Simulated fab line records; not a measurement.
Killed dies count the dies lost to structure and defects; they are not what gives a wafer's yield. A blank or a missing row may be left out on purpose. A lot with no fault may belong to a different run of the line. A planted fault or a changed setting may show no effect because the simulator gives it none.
Matching of chambers    flow n5-finfet    rie-diel-04 running N5_BEOL_M2_DESCUM_16: 4 sister chambers
The step chemistry O2, time 7 s. 4 wafers are shown with their chamber, then 10 later ones without.

== EACH WAFER AND ITS CHAMBER ==
wafer   chamber  drypump-motor-current-A (A)
L083.3  2        5.5
L083.5  0        6.4
L085.3  1        6.1
L085.4  3        5.7

== WAFERS WITH NO CHAMBER GIVEN ==
wafer   drypump-motor-current-A (A)
L085.6  5.4
L094.1  6.4
L094.2  6.1
L094.6  5.7
L095.1  6.4
L095.3  5.7
L095.5  5.6
L097.2  5.7
L097.4  6.1
L097.6  5.5

== WHICH CHAMBER EACH ONE RAN IN ==
wafer   from the rows above      in truth
L085.6  2                        2
L094.1  0                        0
L094.2  1                        1
L094.6  3                        3
L095.1  0                        0
L095.3  3                        3
L095.5  can't be placed: 2 or 3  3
L097.2  3                        3
L097.4  1                        1
L097.6  2                        2
Correct placement for 9 of the 10. These rows do not allow placing 1 (true chamber among the candidates in 1). Wrongly placed: 0.
How it was worked out, from the rows above alone: a wafer's distance from a chamber is the root of the sum, over the readings, of the square of ((its reading less the chamber's mean) divided by the reading's scatter). If the next closest chamber is less than 2 further off than the closest, the wafer can't be placed; otherwise it belongs to the closest. For every chamber, the mean is computed from those of its wafers that are shown. The scatter: with one shown wafer a chamber, the root of the mean of the squares of how far each hidden wafer lies from its nearest shown one.
